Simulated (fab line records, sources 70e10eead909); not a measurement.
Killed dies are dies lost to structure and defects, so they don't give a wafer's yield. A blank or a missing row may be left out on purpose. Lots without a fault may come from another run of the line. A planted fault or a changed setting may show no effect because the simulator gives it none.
fab line records | flow nand_harc
record lots=6 wafers=18 last_day=34
route steps=1302 shown A_CONTACT@1090 END@1302
lots that met no fault: from a run of the same line without faults
start_h: hours from the record's first day to the start of the lot's first wafer shown | wait_h: hours since the lot's step before | " the same as in the row above | L1.1+2: a row that stands for several wafers | - no value, or no start given | * or withheld: withheld | < > ~ a bound
route shown NAME@n: a module of which the file shows steps, and the number in the route of the first | usual: mean/standard deviation of fault-free wafers | same: alike in all rows | chamber/n: place in a boat | sites: the reading at each site | _std_site: their standard deviation | _edge_site: outer sites' mean less inner sites' | radius_mm: how far each site lies from the wafer's centre | mask NAME#n: copy n | behind: the tool/chamber that last shaped the wafer | hold: why the lot was held/for how many hours/how that ended | device: the transistor (n, p or np) that didn't switch | end of line: the same wafers' tests at the end of the route | a step without rows: its recipe alone | killed: dies lost to structure and defects at the first sort, not the wafer's yield | map: a wafer's dies, x killed, . not, _ none there
set.NAME: the setting as run; set.NAME@STEP: as run at that earlier step | model.NAME: the simulator's own value behind a step, which no gauge read
lots at some steps of the route; a table a step, a row a wafer
services: from which hour (start_h, from the record's first day; less than 0 if before it) a tool's chamber was out of use, for how many hours, and why
## steps
# step NHARC_A_CONTACT_ETCH_138
# recipe source_w=withheld pressure_mtorr=20 bias_v=1200 time_s=311 target_depth_a=19140 ar_flow_sccm=withheld c4f8_flow_sccm=withheld o2_flow_sccm=withheld chemistry=C4F8/O2/Ar
# same time_s=311
# columns lot.wafer tool chamber start_h wait_h rf_hours_counter_h
L460.2 har_cap_etch-03 0 591.97 0.2 60
L460.4 " 1 " " -
L460.5 " 1 " " -
L462.4 har_cap_etch-03 0 617.86 0.3 -
L462.3 " 1 " " -
L462.6 " 1 " " -
L461.4 har_cap_etch-03 0 629.77 0.2 -
L461.6 " 0 " " -
L461.5 " 1 " " -
L463.1 har_cap_etch-02 1 634.06 0.2 105
L463.4 " 1 " " -
L463.6 " 0 " " -
L467.1 har_cap_etch-03 1 658.66 0.2 72
L467.2 " 0 " " 72
L467.4 " 1 " " -
L474.1 har_cap_etch-03 1 752.62 0.3 87
L474.2 " 0 " " 87
L474.5 " 0 " " -
# step NHARC_A_CONTACT_ETCH_139
# recipe source_w=withheld pressure_mtorr=20 bias_v=400 time_s=195 target_depth_a=8400 ar_flow_sccm=withheld c4f8_flow_sccm=11.5 o2_flow_sccm=7.2 chemistry=C4F8/O2/Ar
# same time_s=195
# columns lot.wafer tool chamber start_h wait_h rf_hours_counter_h
L460.2 har_cap_etch-03 0 592.24 0.2 60
L460.4 " 1 " " -
L460.5 " 1 " " -
L462.4 har_cap_etch-03 0 618.23 0.3 -
L462.3 " 1 " " -
L462.6 " 1 " " -
L461.4 har_cap_etch-03 0 630.04 0.2 -
L461.6 " 0 " " -
L461.5 " 1 " " -
L463.1 har_cap_etch-02 1 634.34 0.2 105
L463.4 " 1 " " -
L463.6 " 0 " " -
L467.1 har_cap_etch-03 1 658.93 0.2 72
L467.2 " 0 " " 72
L467.4 " 1 " " -
L474.1 har_cap_etch-03 1 752.98 0.3 88
L474.2 " 0 " " 88
L474.5 " 0 " " -
# step NHARC_A_CONTACT_ETCH_92
# recipe target_depth_a=400 over_etch_frac=0.5 time_s=85.7 ion_energy_ev=120 ch3f_flow_sccm=50 o2_flow_sccm=30 ar_flow_sccm=200 rf_w=500 bias_w=100 chemistry=CH3F/O2
# step NHARC_A_CONTACT_ETCH_98
# recipe target_depth_a=200 over_etch_frac=0.5 time_s=10 ion_energy_ev=250 c4f6_flow_sccm=25 o2_flow_sccm=20 ar_flow_sccm=500 rf_w=600 bias_w=500 chemistry=C4F6/O2
# usual c4f6_flow_sccm=25.00/0.072 drypump_motor_current_A=5.82/0.29 o2_flow_sccm=20.00/0.059 oes_product_au=0.956/0.015 rf_vpp_V=548/3.9 showerhead_plenum_p_Torr=3.96/0.18 throttle_valve_pct=26.903/0.0088
# same time_s=10
# columns lot.wafer tool chamber start_h wait_h c4f6_flow_sccm drypump_motor_current_A o2_flow_sccm oes_product_au rf_hours_counter_h rf_vpp_V showerhead_plenum_p_Torr throttle_valve_pct
L460.2 rie_diel-04 1 - - 24.98 5.47 19.91 0.952 8 545 3.80 26.912
L460.4 " 2 " " 25.02 6.02 20.09 0.946 8 549 4.04 26.911
L460.5 " 1 " " 25.02 5.49 20.05 0.944 - 545 3.80 26.909
L462.4 rie_diel-04 2 - - 24.98 6.04 20.09 0.971 12 550 4.04 26.888
L462.3 " 3 " " 25.05 5.71 19.98 0.952 13 552 4.13 26.893
L462.6 " 0 " " 25.03 5.82 20.00 0.945 - 539 3.64 26.892
L461.4 rie_diel-05 3 - - 24.92 5.99 19.99 0.957 5 547 3.85 26.881
L461.6 " 0 " " 25.02 5.64 20.04 0.956 - 552 4.19 26.902
L461.5 " 1 " " 24.83 6.18 19.91 0.952 - 553 4.15 26.903
L463.4 rie_diel-04 0 - - 25.08 5.81 19.90 1.001 16 540 3.64 26.904
L463.1 " 1 " " 25.08 5.48 19.98 1.012 15 543 3.80 26.904
L463.6 " 2 " " 24.88 6.02 20.00 1.008 - 549 4.04 26.898
L467.1 rie_diel-08 0 - - 25.04 5.91 19.93 0.951 42 544 3.80 26.913
L467.2 " 1 " " 24.93 6.30 20.07 0.964 43 551 4.13 26.909
L467.4 " 3 " " 24.99 5.19 20.02 0.962 43 546 3.88 26.908
L474.1 rie_diel-08 2 - - 25.14 5.95 19.97 0.978 7 551 4.15 26.900
L474.2 " 3 " " 24.94 5.16 20.00 0.970 9 546 3.86 26.908
L474.5 " 2 " " 25.09 5.97 20.01 0.971 - 554 4.15 26.888
# step NHARC_A_CONTACT_CD_MEAS_15
# usual cd_nm=190.2/0.6
# columns lot.wafer tool chamber start_h wait_h cd_nm
L460.2 cd_sem-01 - 593.01 - 189.9
L460.4 " - " " 189.3
L460.5 " - " " 190.4
L462.3 cd_sem-03 - 618.98 - 189.8
L462.4 " - " " 190.3
L462.6 " - " " 190.4
L461.4 cd_sem-02 - 630.73 - 190.2
L461.5 " - " " 190.2
L461.6 " - " " 190.0
L463.1 cd_sem-03 - 635.08 - 191.4
L463.4 " - " " 190.2
L463.6 " - " " 190.3
L467.1 cd_sem-02 - 659.71 - 190.4
L467.2 " - " " 190.8
L467.4 " - " " 190.8
L474.1 cd_sem-01 - 753.88 - 190.1
L474.2 " - " " 189.2
L474.5 " - " " 190.3
# step NHARC_A_CONTACT_STRIP_107
# recipe n2_flow_sccm=150 h2_flow_sccm=150 ar_flow_sccm=0 bias_w=0 chemistry=N2/H2
# step NHARC_A_CONTACT_STRIP_108
# recipe cf4_flow_sccm=100 chf3_flow_sccm=30 ar_flow_sccm=0 bias_w=0 chemistry=CF4/CHF3
# step NHARC_A_CONTACT_STRIP_109
# recipe o2_flow_sccm=400 cos_flow_sccm=20 ar_flow_sccm=0 bias_w=0 chemistry=O2/COS
# step NHARC_A_CONTACT_ETCH_110
# recipe target_depth_a=600 overetch_a=60 time_s=33 ion_energy_ev=100 cf4_flow_sccm=80 o2_flow_sccm=20 ar_flow_sccm=0 rf_w=300 bias_w=100 chemistry=CF4/O2
# step NHARC_A_CONTACT_STRIP_26
# recipe o2_flow_sccm=500 ar_flow_sccm=0 bias_w=0 chemistry=O2
# usual drypump_motor_current_A=5.84/0.29 o2_flow_sccm=500.2/1.3 oes_product_au=1.003/0.0096 rf_vpp_V=57.9/0.92 showerhead_plenum_p_Torr=3.57/0.17 throttle_valve_pct=17.036/0.0084
# columns lot.wafer tool chamber start_h wait_h drypump_motor_current_A o2_flow_sccm oes_product_au rf_hours_counter_h rf_vpp_V showerhead_plenum_p_Torr throttle_valve_pct
L460.2 rie_diel-04 0 - - 5.80 502.6 1.001 9 57.1 3.27 17.042
L460.4 " 1 " " 5.49 501.8 1.001 8 58.4 3.42 17.036
L460.5 " 1 " " 5.48 500.2 0.990 - 57.0 3.42 17.062
L462.3 rie_diel-04 3 - - 5.71 499.2 0.992 13 57.3 3.72 17.033
L462.4 " 0 " " 5.78 498.9 0.989 14 57.6 3.27 17.042
L462.6 " 1 " " 5.51 498.6 1.016 - 56.6 3.41 17.034
L461.4 rie_diel-05 0 - - 5.63 500.0 1.002 3 58.5 3.77 17.036
L461.6 " 2 " " 5.79 499.1 0.997 - 57.4 3.41 17.040
L461.5 " 3 " " 6.00 500.9 1.018 - 57.1 3.46 17.024
L463.1 rie_diel-04 0 - - 5.79 501.9 1.007 16 56.9 3.27 17.057
L463.4 " 2 " " 6.04 497.9 1.013 14 58.9 3.63 17.035
L463.6 " 0 " " 5.79 502.1 0.995 - 57.0 3.27 17.032
L467.1 rie_diel-08 1 - - 6.29 500.7 1.004 43 59.0 3.72 17.050
L467.4 " 2 " " 5.99 501.1 0.997 40 57.2 3.76 17.043
L467.2 " 0 " " 5.91 499.9 1.019 42 57.2 3.42 17.027
L474.2 rie_diel-05 2 - - 5.77 498.2 1.001 40 57.6 3.39 17.026
L474.1 " 0 " " 5.59 500.4 1.006 39 59.6 3.75 17.033
L474.5 " 2 " " 5.77 501.6 1.001 - 57.5 3.39 17.024
# step NHARC_A_CONTACT_STRIP_27
# recipe time_s=600 temp_c=30 chemistry=post_etch_residue_remover
# step NHARC_A_CONTACT_ALD_18
# recipe target_thk_a=30 pulse_time_s=1 ald_cycles=150 temp_c=450 material=TiN
# usual heater_power_outer_w=686/61 heater_power_w=1061/91 precursor_pulse_height_rel=0.997/0.02
# columns lot.wafer tool chamber start_h wait_h heater_power_outer_w heater_power_w precursor_pulse_height_rel
L460.2 ald_metal-04 3 593.97 - 723 1088 0.970
L460.4 " 0 " " 641 914 1.008
L460.5 " 3 " " 710 1094 1.009
L462.3 ald_metal-01 2 619.93 - 605 988 0.994
L462.4 " 3 " " 675 1108 0.953
L462.6 " 1 " " 790 1175 0.999
L461.4 ald_metal-03 3 631.73 - 628 958 1.009
L461.5 " 0 " " 688 1016 1.015
L461.6 " 1 " " 642 935 0.994
L463.1 ald_metal-01 1 636.05 - 779 1180 0.969
L463.4 " 0 " " 754 1137 1.029
L463.6 " 1 " " 799 1196 0.994
L467.4 ald_metal-03 2 660.80 - 655 1020 0.967
L467.1 " 3 " " 632 999 0.982
L467.2 " 0 " " 671 1009 0.992
L474.1 ald_metal-04 0 754.91 - 710 1021 0.986
L474.2 " 1 " " 790 1190 1.020
L474.5 " 2 " " 729 1146 0.998
# step NHARC_A_CONTACT_CVD_19
# recipe target_thk_a=3000 temp_c=300 pressure_torr=40 wf6_flow_sccm=40 h2_flow_sccm=1600 ar_flow_sccm=1560 time_s=802 material=W
# usual heater_power_outer_w=282/12 heater_power_w=487/18 throttle_valve_pct=7.94/0.23
# columns lot.wafer tool chamber start_h wait_h heater_power_outer_w heater_power_w throttle_valve_pct
L460.2 cvd_w-01 0 594.27 - 276 483 7.79
L460.4 " 0 " " 273 481 8.30
L460.5 " 0 " " 274 487 7.76
L462.3 cvd_w-01 1 620.36 - 272 475 7.57
L462.4 " 0 " " 271 492 8.14
L462.6 " 1 " " 268 481 7.61
L461.4 cvd_w-01 1 632.24 - 277 475 7.69
L461.5 " 0 " " 275 494 8.01
L461.6 " 1 " " 277 482 7.95
L463.1 cvd_w-01 1 636.34 - 276 478 7.68
L463.4 " 1 " " 280 474 7.61
L463.6 " 0 " " 277 501 7.99
L467.2 cvd_w-02 1 660.98 - 281 478 8.05
L467.1 " 0 " " 283 493 7.96
L467.4 " 1 " " 274 466 8.43
L474.2 cvd_w-01 0 755.08 - 283 481 8.26
L474.1 " 1 " " 291 496 7.64
L474.5 " 0 " " 276 483 8.00
# step NHARC_A_CONTACT_CMP_20
# recipe t_overpolish_s=30 target_thk_nm=300
# usual motor_current_A=11.7/1.3 overpolish_run_s=30.001/0.0085 time_to_endpoint_s=60/3.3
# columns lot.wafer tool chamber start_h wait_h motor_current_A overpolish_run_s time_to_endpoint_s
L460.4 cmp-04 1 595.03 0.4 12.4 29.993 61
L460.2 " 2 " " 14.2 30.003 64
L460.5 " 2 " " 13.3 30.004 62
L462.3 cmp-03 0 621.00 0.5 12.0 29.989 67
L462.4 " 3 " " 11.0 29.993 62
L462.6 " 1 " " 10.6 29.998 63
L461.4 cmp-02 2 632.78 0.4 16.1 29.998 56
L461.5 " 1 " " 10.7 30.003 25
L461.6 " 2 " " 15.1 29.996 52
L463.4 cmp-04 3 637.24 0.5 11.4 30.017 61
L463.1 " 2 " " 12.8 30.006 60
L463.6 " 0 " " 12.7 30.010 26
L467.2 cmp-03 1 661.87 0.8 11.1 30.000 59
L467.4 " 3 " " 11.3 30.000 59
L467.1 " 0 " " 12.4 30.009 60
L474.1 cmp-04 0 755.98 0.6 13.0 30.006 58
L474.2 " 2 " " 13.4 29.999 61
L474.5 " 1 " " 11.7 30.005 58
# step NHARC_END_SORT_01
# recipe temp_c=25
# usual killed_at_array=49/19 killed_at_other=0.9/1.1 killed_at_periphery=4.0/2.7 killed_dies=54/19 killed_open=3.3/1.8 killed_short=2.6/1.6
# same gross_dies=677
# columns lot.wafer tool chamber start_h wait_h killed_at_array killed_at_other killed_at_periphery killed_dies killed_open killed_short
L462.3 prober-02 0 671.93 3.1 39 0 6 45 4 3
L462.4 prober-02 0 672.72 3.4 31 0 4 35 1 5
L462.6 prober-02 0 674.31 4.0 39 0 11 50 2 1
L463.1 prober-02 0 685.57 2.5 34 3 0 37 1 2
L463.4 prober-02 0 687.95 3.4 40 1 4 45 5 3
L463.6 prober-02 0 689.53 4.0 42 2 1 45 3 0
L461.4 prober-01 0 688.00 3.4 97 3 4 104 5 5
L461.5 prober-01 0 688.80 3.7 72 6 1 79 4 2
L461.6 prober-01 0 689.61 4.0 77 0 0 77 3 5
# killed by level:class
L462.3 A_CHANNEL_HOLE_D2:chamber_film_flake=10 A_CHANNEL_HOLE_D1:chamber_film_flake=9 A_BONDPAD:chamber_film_flake=7 P_CONTACT:chamber_film_flake=3 A_CHANNEL_FILL_D1:geometric_particle:open=2 A_CHANNEL_FILL_D1:chamber_film_flake=2 A_CHANNEL_FILL_D2:chamber_film_flake=2 A_STAIRCASE:chamber_film_flake=2
L462.4 A_CHANNEL_HOLE_D2:chamber_film_flake=9 A_CHANNEL_HOLE_D1:chamber_film_flake=4 A_BONDPAD:chamber_film_flake=4 P_CONTACT:chamber_film_flake=3 A_CHANNEL_FILL_D2:chamber_film_flake=3 A_CHANNEL_FILL_D1:geometric_particle:short=2 A_STAIRCASE:chamber_film_flake=2 P_M0:geometric_particle:short=1
L462.6 A_CHANNEL_HOLE_D2:chamber_film_flake=20 P_CONTACT:chamber_film_flake=10 A_CHANNEL_HOLE_D1:chamber_film_flake=3 A_CHANNEL_FILL_D1:chamber_film_flake=3 A_BONDPAD:chamber_film_flake=3 A_STAIRCASE:chamber_film_flake=2 A_WL_FILL:chamber_film_flake=2 A_CHANNEL_FILL_D1:geometric_particle:open=1
L463.1 A_CHANNEL_HOLE_D1:chamber_film_flake=19 A_WL_FILL:chamber_film_flake=4 A_STAIRCASE:chamber_film_flake=3 A_DECK1_JOINT:chamber_film_flake=2 A_CONTACT:chamber_film_flake=2 THIN_TSV:chamber_film_flake=2 A_ONON_D1:geometric_particle:short=1 A_M0:geometric_particle:short=1
L463.4 A_CHANNEL_HOLE_D1:chamber_film_flake=23 A_WL_FILL:chamber_film_flake=4 P_GATE:geometric_particle:open=3 A_CHANNEL_FILL_D1:chamber_film_flake=3 A_CONTACT:chamber_film_flake=3 A_STAIRCASE:chamber_film_flake=2 P_M1:geometric_particle:open=1 A_ONON_D2:geometric_particle:open=1
L461.4 A_CHANNEL_HOLE_D1:chamber_film_flake=29 A_SLIT:chamber_film_flake=24 A_CHANNEL_HOLE_D2:chamber_film_flake=12 A_STAIRCASE:chamber_film_flake=9 A_CONTACT:chamber_film_flake=5 P_ZERO_WELL:chamber_film_flake=3 A_CHANNEL_FILL_D2:chamber_film_flake=3 THIN_TSV:chamber_film_flake=3
L461.5 A_CHANNEL_HOLE_D1:chamber_film_flake=31 A_SLIT:chamber_film_flake=13 A_CHANNEL_HOLE_D2:chamber_film_flake=10 A_CONTACT:chamber_film_flake=7 THIN_TSV:chamber_film_flake=5 A_STAIRCASE:chamber_film_flake=3 A_CHANNEL_FILL_D1:chamber_film_flake=2 A_CHANNEL_FILL_D2:chamber_film_flake=2
L463.6 A_CHANNEL_HOLE_D1:chamber_film_flake=32 A_WL_FILL:chamber_film_flake=5 A_CHANNEL_FILL_D1:chamber_film_flake=3 THIN_TSV:chamber_film_flake=2 P_CONTACT:geometric_particle:open=1 A_CHANNEL_FILL_D1:geometric_particle:open=1 A_CHANNEL_HOLE_D2:geometric_particle:open=1
L461.6 A_SLIT:chamber_film_flake=28 A_CHANNEL_HOLE_D1:chamber_film_flake=17 A_CHANNEL_HOLE_D2:chamber_film_flake=15 A_CONTACT:chamber_film_flake=4 A_CHANNEL_FILL_D1:geometric_particle:short=2 A_SOURCE_PLATE:geometric_particle:open=1 A_ONON_D1:geometric_particle:short=1 A_ONON_D1:geometric_particle:open=1
## services
# columns tool chamber start_h hours kind
ald_metal-03 - 568.00 10.0 pm
ald_metal-03 0 582.73 7.2 repair
rie_diel-05 - 583.25 28.3 repair
cmp-04 - 602.84 4.0 pm
rie_diel-04 - 616.43 2.0 repair
cmp-04 - 617.15 1.6 repair
rie_diel-05 0 628.17 1.2 repair
rie_diel-08 0 636.49 8.3 repair
rie_diel-04 2 639.55 1.3 repair
cmp-04 - 646.61 0.5 repair
ald_metal-04 - 652.00 10.0 pm
cmp-03 - 652.00 4.0 pm
cmp-04 - 657.81 0.5 repair
cmp-04 - 664.14 0.8 repair
rie_diel-04 2 682.78 1.9 repair
rie_diel-05 1 683.33 7.7 repair
cvd_w-01 - 683.56 1.5 repair
cmp-04 - 700.84 4.0 pm
rie_diel-04 - 708.91 9.0 pm
rie_diel-08 - 722.06 9.0 pm
cvd_w-01 1 725.78 14.0 repair
cvd_w-01 - 728.07 13.0 pm
rie_diel-04 1 734.00 10.8 repair
rie_diel-04 2 752.21 30.4 repair
## key
first_sign step=NHARC_A_CONTACT_CMP_20 reading=time_to_endpoint_s direction=down sigmas=10 usual=* struck=*
effect none on later readings
met_at NHARC_A_CONTACT_CVD_19
struck_wafers L461.5,L463.6
tester_left_out L461,L463
onset_between 620.36 632.24
fault kind=process_parameter_drift tool=cvd_w-01 chamber=0 onset_h=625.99 steps=NHARC_A_CONTACT_CVD_19 channel=target_thk_a offset=* shape=step end_h=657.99 acts_in=* stated=*
# tester_left_out: of these lots the tester's yield and bins aren't shown, on N5 and GAA mostly nor the transistor test; their killed dies are dies lost to structure and defects alone, not to doping, threshold or leakage, so they don't give the yield
